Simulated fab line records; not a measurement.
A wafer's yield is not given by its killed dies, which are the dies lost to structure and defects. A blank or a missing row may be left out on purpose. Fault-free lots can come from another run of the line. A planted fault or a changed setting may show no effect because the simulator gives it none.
One fault seen from 2 desks | flow n5 finfet | only its own numbers are on each desk; what lay behind them is given at the end

## AT THE METROLOGY DESK
What the gauges read for every lot (on any tool): the sampled wafers with a number, averaged. A lot is out of limits, marked OUT, if its mean lies more than 4 standard deviations from the usual mean; the brackets give that distance.
Columns: A = M10_RS at N5_BEOL_M10_RS_MEAS_57, usual 0.152 ohm/sq; B = M11_ILD_THK at N5_BEOL_M11_THK_MEAS_01, usual 267 nm
lot  | first seen here | A     | B
L466 | day 10 19:19    | 0.148 | 267
L467 | day 11 00:07    | 0.150 | 270
L471 | day 12 00:13    | 0.150 | 242 (-6.9) OUT
L470 | day 12 01:02    | 0.157 | 269
L472 | day 12 01:19    | 0.152 | 232 (-9.9) OUT
L481 | day 14 00:58    | 0.153 | 273
L483 | day 14 15:31    | 0.146 | 270
L482 | day 14 16:06    | 0.152 | 268
L486 | day 15 12:57    | 0.150 | 266
L488 | day 15 21:05    | 0.154 | 266
L489 | day 16 06:17    | 0.151 | 274
Per this desk, out of limits: L471, L472; the first was L471, day 12 00:53 (M11_ILD_THK at N5_BEOL_M11_THK_MEAS_01). L466, L467, L470, L481, L483, L482, L486, L488, L489 stayed within limits.

## AT THE TOOL OWNER'S DESK: pecvd-04
The tool's own readings at N5_BEOL_M11_ILD_DEP_00 (deposits SiCOH lowk from DEMS/porogen, target thk 308.51 nm, time 58 s): means of the sampled wafers that have a number, for each lot that ran on this tool. A lot is out of limits, marked OUT, if its mean lies more than 4 standard deviations from the usual mean; the brackets give that distance.
Columns: A = heater power w at N5_BEOL_M11_ILD_DEP_00, usual 325 W; B = run length s at N5_BEOL_M11_ILD_DEP_00, usual 100.9 s; C = showerhead plenum p Torr at N5_BEOL_M11_ILD_DEP_00, usual 5.747 Torr; D = throttle valve pct at N5_BEOL_M11_ILD_DEP_00, usual 13.9 %
lot  | first seen here | A   | B               | C     | D
L466 | day 10 19:22    | 380 | 100.2           | 5.752 | 13.9
L471 | day 12 00:17    | 312 | 95.9 (-8.6) OUT | 5.746 | 14.0
L472 | day 12 01:22    | 292 | 92.5 (-15) OUT  | 5.747 | 13.8
L486 | day 15 13:01    | 346 | 100.4           | 5.747 | 13.9
L488 | day 15 21:09    | 296 | 100.8           | 5.747 | 14.4
This desk's verdict: out of limits on L471, L472, starting with L471 at day 12 00:17 (run length s at N5_BEOL_M11_ILD_DEP_00). L466, L486, L488 stayed within limits.

## PUT TOGETHER
At day 12 00:17, on L471, L472, the tool owner's desk was in a position to raise an alarm.
L471, L472 would have let the metrology desk raise an alarm at day 12 00:53.
N5_BEOL_M11_ILD_DEP_00 was run on pecvd-04 by each of the lots named.

## WHAT WAS PUT IN BY THE SIMULATOR
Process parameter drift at N5_BEOL_M11_ILD_DEP_00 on pecvd-04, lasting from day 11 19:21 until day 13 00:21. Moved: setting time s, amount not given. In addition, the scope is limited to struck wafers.
Struck lots among those shown: L471, L472.
Hours from the fault's start to each desk's first reading out of limits: the tool owner's desk, 5; the metrology desk, 6.
